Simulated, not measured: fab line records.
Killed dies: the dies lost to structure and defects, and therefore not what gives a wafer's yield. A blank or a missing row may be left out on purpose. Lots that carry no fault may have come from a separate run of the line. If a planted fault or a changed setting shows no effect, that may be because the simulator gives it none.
Chamber matching ; flow n5-finfet ; rie-diel-01 running N5_BEOL_M13_TRENCH_ETCH_34: 4 sister chambers
The step etches SiOC in C4F8/O2/Ar, target depth 413.47 nm, time 162.6 s. 4 wafers are shown with their chamber, then 7 later ones without.

WAFERS WITH THEIR CHAMBER
wafer;chamber;throttle-valve-pct (%)
L082.2;0;24.19
L082.3;3;23.72
L087.1;2;24.43
L087.3;1;23.74

WAFERS MISSING THEIR CHAMBER
wafer;throttle-valve-pct (%)
L087.6;24.22
L088.1;23.72
L088.3;23.74
L088.5;24.46
L092.2;23.74
L092.5;24.45
L092.6;23.74

WHICH CHAMBER EACH WENT THROUGH
wafer;from the rows above;in truth
L087.6;0;0
L088.1;can't be placed: 3 or 1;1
L088.3;can't be placed: 1 or 3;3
L088.5;2;2
L092.2;can't be placed: 1 or 3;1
L092.5;2;2
L092.6;can't be placed: 1 or 3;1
Correctly placed: 3 of 7. Unplaceable from these rows: 4, with the true chamber sitting among the candidates in 4. Number placed wrongly: 0.
How it was worked out, from the rows above alone: a wafer's distance from a chamber is the root of the sum, over the readings, of the square of ((its reading less the chamber's mean) divided by the reading's scatter). The wafer belongs to the nearest chamber; if the next one is less than 2 further off, it can't be placed. Each chamber's mean is taken over the wafers shown for it. The scatter: root of mean squared gap, hidden wafer to nearest shown wafer, with one shown wafer a chamber.
